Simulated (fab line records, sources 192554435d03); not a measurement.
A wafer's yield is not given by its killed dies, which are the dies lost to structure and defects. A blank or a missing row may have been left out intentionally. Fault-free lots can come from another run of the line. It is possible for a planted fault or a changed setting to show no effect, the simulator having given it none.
One fault through the eyes of 3 desks | flow n5-finfet | every desk sees just its own numbers, and what lay behind them comes last

## THE DEFECT DESK
What the inspections along the route counted, lot by lot: means of the sampled wafers that have a number. A lot is out of limits, marked OUT, if its mean lies more than 4 standard deviations from the usual mean; the brackets give that distance.
Columns: A = raw-defect-count at N5_BEOL_M12_INSPECT_55, usual 76
lot  | first seen here | A
L409 | day 11 23:36    | 84
L412 | day 12 08:12    | 55
L414 | day 13 14:27    | 84
L415 | day 13 20:49    | 31
L419 | day 15 00:35    | 53
L426 | day 16 20:18    | 93
Result from this desk: across the 6 lots, nothing is out of limits.

## AT THE TOOL OWNER'S DESK: pecvd-04
The tool's own readings at N5_BEOL_M13_ILD_DEP_00 (deposits SiOC from DEMS/O2, target thk 837.92 nm, time 166.4 s): means of the sampled wafers that have a number, for each lot that ran on this tool. A lot is out of limits, marked OUT, if its mean lies more than 4 standard deviations from the usual mean; the brackets give that distance.
Columns: A = heater-power-outer-w at N5_BEOL_M13_ILD_DEP_00, usual 234 W; B = heater-power-w at N5_BEOL_M13_ILD_DEP_00, usual 445 W; C = showerhead-plenum-p-Torr at N5_BEOL_M13_ILD_DEP_00, usual 5.689 Torr; D = susceptor-temp-C at N5_BEOL_M13_ILD_DEP_00, usual 350.02 C; E = throttle-valve-pct at N5_BEOL_M13_ILD_DEP_00, usual 11.9 %
lot  | first seen here | A   | B   | C     | D                | E
L409 | day 11 23:38    | 221 | 456 | 5.693 | 349.74           | 11.7
L412 | day 12 08:14    | 247 | 452 | 5.675 | 350.19           | 11.2
L414 | day 13 14:29    | 263 | 504 | 5.698 | 354.35 (+23) OUT | 11.5
L415 | day 13 20:52    | 267 | 477 | 5.674 | 354.47 (+23) OUT | 11.2
Finding of this desk: L414, L415 out of limits; the first was L414 at day 13 14:29, on susceptor-temp-C at N5_BEOL_M13_ILD_DEP_00. L409, L412: within limits.

## METROLOGY DESK
Lot by lot, what the gauges showed, no matter which tool ran the lot: averages of those sampled wafers that carry a number. A lot is out of limits, marked OUT, if its mean lies more than 4 standard deviations from the usual mean; the brackets give that distance.
Columns: A = M12_THK at N5_BEOL_M12_THK_MEAS_50, usual 325 nm; B = M12_RS at N5_BEOL_M12_RS_MEAS_54, usual 0.0603 ohm/sq; C = M13_ILD_THK at N5_BEOL_M13_THK_MEAS_01, usual 838 nm
lot  | first seen here | A   | B      | C
L409 | day 11 23:27    | 324 | 0.0605 | 834
L412 | day 12 08:02    | 331 | 0.0598 | 837
L414 | day 13 14:18    | 327 | 0.0601 | 824
L415 | day 13 20:40    | 323 | 0.0611 | 821
L419 | day 15 00:26    | 333 | 0.0590 | 828
L426 | day 16 20:09    | 323 | 0.0610 | 849
Result from this desk: across the 6 lots, nothing is out of limits.

## ALL TOGETHER
On L414, L415, at day 13 14:29, an alarm was possible from the tool owner's desk.
The defect desk saw nothing out of limits.
The metrology desk saw nothing out of limits.
The defect desk has L414, L415 on record, within its limits.
The metrology desk has L414, L415 on record, within its limits.
All the named lots went through N5_BEOL_M13_ILD_DEP_00 on pecvd-04.

## WHAT THE SIMULATOR PUT IN
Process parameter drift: pecvd-04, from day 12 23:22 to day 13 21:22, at N5_BEOL_M13_ILD_DEP_00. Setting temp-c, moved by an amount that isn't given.
Lots struck among those shown: L414, L415.
Delay in hours, fault start to first out-of-limits reading, by desk: the tool owner's desk at 15.
